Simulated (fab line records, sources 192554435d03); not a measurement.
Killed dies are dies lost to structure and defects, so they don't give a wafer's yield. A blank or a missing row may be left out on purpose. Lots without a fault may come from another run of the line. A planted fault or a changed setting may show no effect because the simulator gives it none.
A struck lot beside a sound one | flow n5_finfet | 37 steps out of a route of 1938
Sound: wafers L228.2, L228.3, L228.5. Struck: wafers L239.1, L239.5. (L239.4 of the same lot was not struck and is left out.) The cause comes at the end.
At each step with rows: each side's tool, then ch and its chambers, then its first start. Under that, the readings that differ: sound wafers | struck wafers | difference of the means | sigmas: that difference in standard deviations of wafers without a fault.
alike: readings whose means differ by less than 2 such deviations, and words and numbers that are the same on both sides. not compared: withheld readings, readings that some wafer has no value for, bounds like >300 that may hide the same value, and numbers for which the record gives no deviation and whose values overlap.
The two part at a step that has a row with sigmas, a row that says differs or no value, or rows on one side only. Numbers that don't overlap but have no deviation are shown without sigmas and don't part them. A reading that every wafer of one side lacks parts them only if that side has two wafers or more.

first, 9 steps without rows for these wafers: N5_BEOL_M2_ANNEAL_95 (time 240 s); N5_BEOL_M2_SPUTTER_96 (material Cu, target thk 4.5 nm, time 8.29 s); N5_BEOL_M2_ECD_50 (material Cu, target thk 300 nm); N5_BEOL_M2_ANNEAL_51 (time 90 s); N5_BEOL_M2_CMP_52 (polishes, stops on SiOC, t overpolish 6.8 s, target thk 40 nm); N5_BEOL_M2_PRE_CLEAN_60 (time 15 s); N5_BEOL_M2_CO_CAP_55 (material Co, precursor CCTBA/H2, target thk 2 nm, time 102.1 s); N5_BEOL_M2_PRE_CLEAN_56 (time 15 s); N5_BEOL_M2_DEP_57 (deposits SiCN from 3MS/NH3, target thk 8 nm, time 14 s).
N5_BEOL_M3_ILD_DEP_00: deposits SiOC from DEMS/O2, target thk 79 nm, time 15.3 s.
  sound on pecvd-02 ch 0,2, day 8 22:26; struck on pecvd-02 ch 2, day 12 03:43
  reading                                      | sound          | struck  | difference | sigmas
  model.SiOC_of_BEOL_M3_ILD_DEP_00.thk_nm (nm) | 78.2 79.4 78.6 | 91.4 92 | +13.0      |
  alike: heater_power_w, showerhead_plenum_p_Torr, throttle_valve_pct
N5_BEOL_M3_THK_MEAS_01:
  sound on film_metro-02, day 8 22:31; struck on film_metro-02, day 12 03:47
  reading         | sound          | struck    | difference | sigmas
  M3_ILD_THK (nm) | 78.2 79.3 78.7 | 91.4 92.0 | +13.0      | +14
then, 24 steps without rows for these wafers: N5_BEOL_M3_PECVD_72 (deposits SiO2 from TEOS/O2, target thk 16 nm, time 18 s); N5_BEOL_M3_HM_DEP_02 (deposits TiN, target thk 20 nm); N5_BEOL_M3_COAT_61 (time 60 s, resist thk 60 nm); N5_BEOL_M3_COAT_62 (time 60 s, resist thk 12 nm); N5_BEOL_M3_COAT_73 (time 60 s, resist thk 5 nm); N5_BEOL_M3_COAT_05 (resist thk 30 nm); N5_BEOL_M3_EBR_07; N5_BEOL_M3_SOFTBAKE_06 (time 60 s); N5_BEOL_M3_EXPOSE_08 (exposes mask M3); N5_BEOL_M3_PEB_09 (peb time 60 s); N5_BEOL_M3_DEVELOP_10 (develop time 30 s); N5_BEOL_M3_DESCUM_16 (chemistry O2, time 7 s); N5_BEOL_M3_ETCH_74 (etches underlayer in N2/H2, target depth 6.5 nm, time 5.2 s); N5_BEOL_M3_ETCH_63 (etches SiARC in CF4, target depth 15.6 nm, time 26 s); N5_BEOL_M3_ETCH_64 (etches SOC in N2/H2, target depth 75 nm, overetch 15 nm, time 112.5 s); N5_BEOL_M3_STRIP_65 (strips in N2/H2); N5_BEOL_M3_STRIP_75 (strips in N2/H2); N5_BEOL_M3_STRIP_66 (strips in CF4); N5_BEOL_M3_HM_OPEN_17 (chemistry Cl2/BCl3, target TiN, target depth 20 nm, overetch 6 nm); N5_BEOL_M3_STRIP_19 (strips in O2); N5_BEOL_M3_COAT_67 (time 60 s, resist thk 60 nm); N5_BEOL_M3_COAT_68 (time 60 s, resist thk 12 nm); N5_BEOL_M3_COAT_76 (time 60 s, resist thk 5 nm); N5_BEOL_M3_COAT_22 (resist thk 30 nm).
N5_BEOL_M3_CMP_52: polishes, stops on SiOC, t overpolish 6.8 s, target thk 40 nm.
  sound on cmp-01 ch 0,1,2, day 9 19:43; struck on cmp-02 ch 0,2, day 12 23:44
  reading                                      | sound          | struck    | difference | sigmas
  model.Cu_of_BEOL_M3_ECD_50.thk_nm (nm)       | 37.6 40.2 39.6 | 51.2 53.8 | +13.4      |
  model.SiOC_of_BEOL_M3_ILD_DEP_00.thk_nm (nm) | 75.2 76.4 75.6 | 88.4 89   | +13.0      |
  alike: motor_current_A, retaining_ring_pressure_frac
N5_BEOL_M4_RC_MEAS_101:
  sound on prober-02 ch 0, day 10 19:51; struck on prober-01 ch 0, day 13 16:36
  alike: DIBL_N, DIBL_P, IOFF_N, IOFF_P, ION_N, ION_P, SS_N, SS_P, VT_N, VT_P

WHERE THEY PART
Only at N5_BEOL_M3_THK_MEAS_01, within this record. Later steps at which nothing parts them and some readings are alike: N5_BEOL_M3_CMP_52, N5_BEOL_M4_RC_MEAS_101.

WHY: what the simulator had put in
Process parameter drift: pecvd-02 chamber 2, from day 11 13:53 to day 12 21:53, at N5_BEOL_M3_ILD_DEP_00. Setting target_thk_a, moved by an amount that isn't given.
